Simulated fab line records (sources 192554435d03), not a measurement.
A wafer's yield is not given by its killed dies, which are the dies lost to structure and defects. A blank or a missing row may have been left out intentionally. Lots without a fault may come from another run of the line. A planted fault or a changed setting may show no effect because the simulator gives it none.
What tool caused it?	flow n5_finfet	Sampling: 12 lots, 36 wafers, 2 of 1938 route steps

== WHAT THE GAUGES READ, wafer by wafer ==
N5_ZERO_LAYER_CD_MEAS_11: target cd 2000 nm.
lot	measured	on	cd_nm (nm)
L075	day 1 18:39	cd_sem-02	2002.0 1999.6 1998.1
L077	day 2 06:38	cd_sem-01	1998.4 1999.0 1995.7
L079	day 2 18:40	cd_sem-01	1997.3 1998.9 1999.1
L081	day 3 06:50	cd_sem-03	2001.2 2001.7 1999.1
L083	day 3 18:38	cd_sem-01	1996.3 1999.7 2001.7
L085	day 4 06:46	cd_sem-03	1997.9 1996.7 1997.6
L087	day 4 18:47	cd_sem-02	1998.8 1999.1 2002.2
L089	day 5 06:46	cd_sem-03	2001.0 2001.9 2001.3
L091	day 5 18:46	cd_sem-02	1997.8 1998.7 1997.7
L093	day 6 06:46	cd_sem-01	2000.2 1997.0 1998.3
L095	day 6 18:46	cd_sem-02	2001.1 2001.7 2003.2
L097	day 7 06:39	cd_sem-02	2000.0 2001.7 2002.3

== WHAT TOOL EACH LOT RAN ON (gives the tool, then ch and the chambers of the sampled wafers, and finally the start) ==
lot	N5_ZERO_LAYER_PECVD_02
L075	pecvd-02 ch 0,1,2, day 1 18:17
L077	pecvd-02 ch 0,2, day 2 06:17
L079	pecvd-02 ch 0,1,2, day 2 18:17
L081	pecvd-02 ch 0,1,2, day 3 06:28
L083	pecvd-02 ch 1,2, day 3 18:17
L085	pecvd-03 ch 0,2, day 4 06:17
L087	pecvd-02 ch 0,1, day 4 18:17
L089	pecvd-03 ch 0,2, day 5 06:17
L091	pecvd-04 ch 0,2, day 5 18:17
L093	pecvd-04 ch 0,1,2, day 6 06:17
L095	pecvd-04 ch 0,1,2, day 6 18:17
L097	pecvd-03 ch 0,1,2, day 7 06:19
- N5_ZERO_LAYER_PECVD_02: deposits SiO2 from SiH4/N2O, target thk 10 nm, time 6 s.

== THE ANSWER, worked out from the rows above alone ==
Rule: the lots themselves supply what counts as usual. Put in order of their means at a reading, lots are off if they are a third of the lots or fewer, leave a main group of 4 or more, and stand apart from it by a gap of 3 or more times the standard deviation of the main group's means; of several such gaps the widest counts. A main group whose means are all the same, to the digits that the tables above print for the reading, isn't used. A lot without any number at a reading at which 4 lots or more have one is off too. All remaining lots with rows at the step are treated as sound.
Nothing can be told from this: no lot is off at any reading shown.

== WHAT HAD BEEN PUT IN BY THE SIMULATOR ==
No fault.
